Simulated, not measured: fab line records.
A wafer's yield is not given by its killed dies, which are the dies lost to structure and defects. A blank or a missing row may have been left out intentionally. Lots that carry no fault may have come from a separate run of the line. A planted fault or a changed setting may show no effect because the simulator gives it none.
Split-lot experiment + flow n5_finfet + 39 wafers read from 7 lots, route of 1938 steps

## SPLIT DETAILS
At N5_MOL_CONTACT_COAG_EXPOSE_05 (exposes mask CA, defocus 0 nm), the setting dose_mj was moved away from the recipe's 38.25 on 15 of the 39 wafers read, by -7.9% to +3.0%. All remaining wafers had this setting at the recipe value.

## FROM THE SPLIT TO THE READING: what the file shows between them, 11 steps
- N5_MOL_CONTACT_COAG_PEB_06: peb time 60 s
- N5_MOL_CONTACT_COAG_DEVELOP_07: develop time 30 s
- N5_MOL_CONTACT_COAG_CD_MEAS_08: target cd 28 nm
- N5_MOL_CONTACT_COAG_DESCUM_13: chemistry O2, time 7 s
- N5_MOL_CONTACT_COAG_ETCH_59: etches underlayer in N2/H2, target depth 13 nm, time 10.4 s
- N5_MOL_CONTACT_COAG_ETCH_105: etches SiARC in CF4, target depth 15.6 nm, time 26 s
- N5_MOL_CONTACT_COAG_ETCH_106: etches SOC in N2/H2, target depth 80 nm, overetch 16 nm, time 120 s
- N5_MOL_CONTACT_COAG_STRIP_107: strips in N2/H2
- N5_MOL_CONTACT_COAG_STRIP_108: strips in N2/H2
- N5_MOL_CONTACT_COAG_ETCH_110: etches Si in CF4/O2, target depth 2.5 nm, time 8 s
- N5_MOL_CONTACT_COAG_STRIP_98: strips in N2/H2

## THE READING
At N5_MOL_CONTACT_COAG_CD_MEAS_99: cd_nm in nanometres, against a target cd of 17.2 nm. Typical for fault-free wafers on this fab line: 17.3 nm, with standard deviation 0.31 nm.

| wafer  | tool, chamber at the split | dose_mj as run | against the recipe | cd_nm, nm | against lot-mates on the recipe |
|--------|----------------------------|----------------|--------------------|-----------|---------------------------------|
| L074.1 | euv_scanner-01, 0          | 36.31          | -5.1%              | 16.4      | -0.6                            |
| L074.2 | euv_scanner-01, 0          | 38.25          | recipe             | 16.8      | -                               |
| L074.3 | euv_scanner-01, 0          | 38.25          | recipe             | 17.3      | -                               |
| L074.4 | euv_scanner-01, 0          | 38.25          | recipe             | 16.9      | -                               |
| L074.5 | euv_scanner-01, 0          | 36.31          | -5.1%              | 16.0      | -1.0                            |
| L074.6 | euv_scanner-01, 0          | 36.31          | -5.1%              | 15.7      | -1.3                            |
| L080.1 | euv_scanner-02, 0          | 38.25          | recipe             | 17.3      | -                               |
| L080.2 | euv_scanner-02, 0          | 38.25          | recipe             | 17.3      | -                               |
| L080.3 | euv_scanner-02, 0          | 38.25          | recipe             | 17.6      | -                               |
| L080.4 | euv_scanner-02, 0          | 38.25          | recipe             | 17.6      | -                               |
| L080.5 | euv_scanner-02, 0          | 38.25          | recipe             | 17.4      | -                               |
| L080.6 | euv_scanner-02, 0          | 38.25          | recipe             | 17.7      | -                               |
| L083.1 | euv_scanner-02, 0          | 35.45          | -7.3%              | 16.0      | -1.1                            |
| L083.2 | euv_scanner-02, 0          | 38.25          | recipe             | 17.0      | -                               |
| L083.3 | euv_scanner-02, 0          | 38.25          | recipe             | 17.3      | -                               |
| L083.4 | euv_scanner-02, 0          | 35.45          | -7.3%              | 15.3      | -1.8                            |
| L083.5 | euv_scanner-02, 0          | 35.45          | -7.3%              | 15.6      | -1.5                            |
| L083.6 | euv_scanner-02, 0          | 38.25          | recipe             | 16.9      | -                               |
| L086.1 | euv_scanner-01, 0          | 38.25          | recipe             | 17.1      | -                               |
| L086.2 | euv_scanner-01, 0          | 39.41          | +3.0%              | 17.3      | +0.2                            |
| L086.3 | euv_scanner-01, 0          | 38.25          | recipe             | 17.0      | -                               |
| L086.4 | euv_scanner-01, 0          | 38.25          | recipe             | 17.2      | -                               |
| L086.5 | euv_scanner-01, 0          | 39.41          | +3.0%              | 17.4      | +0.3                            |
| L086.6 | euv_scanner-01, 0          | 39.41          | +3.0%              | 17.7      | +0.6                            |
| L089.1 | euv_scanner-02, 0          | 38.25          | recipe             | 17.7      | -                               |
| L089.5 | euv_scanner-02, 0          | 38.25          | recipe             | 17.6      | -                               |
| L089.6 | euv_scanner-02, 0          | 38.25          | recipe             | 17.4      | -                               |
| L093.1 | euv_scanner-01, 0          | 38.25          | recipe             | 16.9      | -                               |
| L093.2 | euv_scanner-01, 0          | 35.22          | -7.9%              | 15.5      | -1.6                            |
| L093.3 | euv_scanner-01, 0          | 35.22          | -7.9%              | 15.3      | -1.8                            |
| L093.4 | euv_scanner-01, 0          | 38.25          | recipe             | 17.3      | -                               |
| L093.5 | euv_scanner-01, 0          | 38.25          | recipe             | 17.1      | -                               |
| L093.6 | euv_scanner-01, 0          | 35.22          | -7.9%              | 15.3      | -1.8                            |
| L095.1 | euv_scanner-02, 0          | 38.25          | recipe             | 17.6      | -                               |
| L095.2 | euv_scanner-02, 0          | 35.87          | -6.2%              | 15.6      | -1.9                            |
| L095.3 | euv_scanner-02, 0          | 38.25          | recipe             | 17.4      | -                               |
| L095.4 | euv_scanner-02, 0          | 35.87          | -6.2%              | 15.8      | -1.7                            |
| L095.5 | euv_scanner-02, 0          | 38.25          | recipe             | 17.4      | -                               |
| L095.6 | euv_scanner-02, 0          | 35.87          | -6.2%              | 15.2      | -2.3                            |

FIT RESULTS
A straight line over all 39 wafers: cd_nm changes by +0.227 nm for each +1% of dose_mj; r = +0.93; the points scatter about the line by 0.3 nm.
The same after taking each lot's own level away (the mean of its wafers on the recipe; 39 wafers): +0.217 nm for each +1%; r = +0.94; scatter 0.27 nm.
The reading moves by 1.7 nm for the largest change in dose_mj, on that fit.
Across the lots, their own levels run from 17.00 to 17.57 nm, a range of 1.8 times the standard deviation given above.
The two slopes are in agreement: the lot-to-lot level therefore moves the slope only a little.
Check: for one of the wafers moved furthest among these (-7.9%), held out of the fit, the line's prediction against its lot-mates is -1.78 nm. Against them it came out at -1.6 nm.

## THE WHOLE CHAIN: every reading that the file lists as answering this split, in the file's order
| step                           | what it does                                                        | reading                                                                        | change (the file's fit)               | r (the file's) |
|--------------------------------|---------------------------------------------------------------------|--------------------------------------------------------------------------------|---------------------------------------|----------------|
| N5_MOL_CONTACT_COAG_CD_MEAS_08 | target cd 28 nm                                                     | cd_nm                                                                          | +0.23 nm for each +1% of the setting  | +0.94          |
| N5_MOL_CONTACT_COAG_ETCH_59    | etches underlayer in N2/H2, target depth 13 nm, time 10.4 s         | MOL_CONTACT_COAG.cd_offset_nm (the simulator's own value, which no gauge read) | +0.245 nm for each +1% of the setting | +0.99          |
| N5_MOL_CONTACT_COAG_ETCH_105   | etches SiARC in CF4, target depth 15.6 nm, time 26 s                | MOL_CONTACT_COAG.cd_offset_nm (the simulator's own value, which no gauge read) | +0.25 nm for each +1% of the setting  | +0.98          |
| N5_MOL_CONTACT_COAG_ETCH_106   | etches SOC in N2/H2, target depth 80 nm, overetch 16 nm, time 120 s | MOL_CONTACT_COAG.cd_offset_nm (the simulator's own value, which no gauge read) | +0.224 nm for each +1% of the setting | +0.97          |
| N5_MOL_CONTACT_COAG_CD_MEAS_99 | target cd 17.2 nm                                                   | cd_nm                                                                          | +0.221 nm for each +1% of the setting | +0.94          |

## THE FILE'S OWN FIT
cd_nm changes by +0.221 nm for each +1% of dose_mj, r = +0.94.
